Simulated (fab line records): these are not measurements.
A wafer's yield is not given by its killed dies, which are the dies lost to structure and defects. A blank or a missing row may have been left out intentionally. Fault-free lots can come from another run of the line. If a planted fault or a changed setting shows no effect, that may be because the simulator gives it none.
Chamber matching ; flow nand-harc ; cmp-03 running NHARC_A_DECK1_JOINT_CMP_13: 4 sister chambers
The step polishes, target thk 51.023 nm. 8 wafers are shown with their chamber, then 10 later ones without.

## WAFERS, EACH WITH ITS CHAMBER
wafer;chamber;motor-current-A (A);time-to-endpoint-s (s)
L082.2;3;12.1;5.2
L081.1;0;12.8;9.0
L084.5;1;11.5;11.3
L088.4;2;12.1;7.5
L088.5;1;11.8;6.7
L088.6;2;11.7;8.9
L089.1;0;12.6;6.5
L089.2;3;11.4;3.6

## WAFERS WHOSE CHAMBER IS MISSING
wafer;motor-current-A (A);time-to-endpoint-s (s)
L089.4;11.2;6.9
L090.3;13.2;6.7
L090.4;11.2;8.0
L090.5;11.2;8.4
L092.1;13.0;7.6
L092.2;11.6;7.9
L092.3;11.4;5.6
L097.1;11.4;8.9
L097.2;13.0;6.9
L097.6;11.6;5.4

## EACH ONE'S CHAMBER
wafer;from the rows above;in truth
L089.4;can't be placed: 1 or 3 or 2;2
L090.3;0;0
L090.4;can't be placed: 1 or 2 or 3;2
L090.5;can't be placed: 1 or 2 or 3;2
L092.1;0;0
L092.2;can't be placed: 1 or 2 or 3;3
L092.3;can't be placed: 3 or 1 or 2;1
L097.1;can't be placed: 1 or 2 or 3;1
L097.2;0;0
L097.6;can't be placed: 3 or 2 or 1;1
Correctly placed: 3 of 10. Cannot be placed on the basis of these rows: 7; the candidates contain the true chamber in 7. Wrongly placed: 0.
How it was worked out, from the rows above alone: a wafer's distance from a chamber is the root of the sum, over the readings, of the square of ((its reading less the chamber's mean) divided by the reading's scatter). The wafer belongs to the nearest chamber; if the next one is less than 2 further off, it can't be placed. The mean given for a chamber averages the wafers shown for that chamber. The scatter: the root of (the sum of the squares of (reading less its chamber's mean) over the shown wafers, divided by (wafers less chambers)).
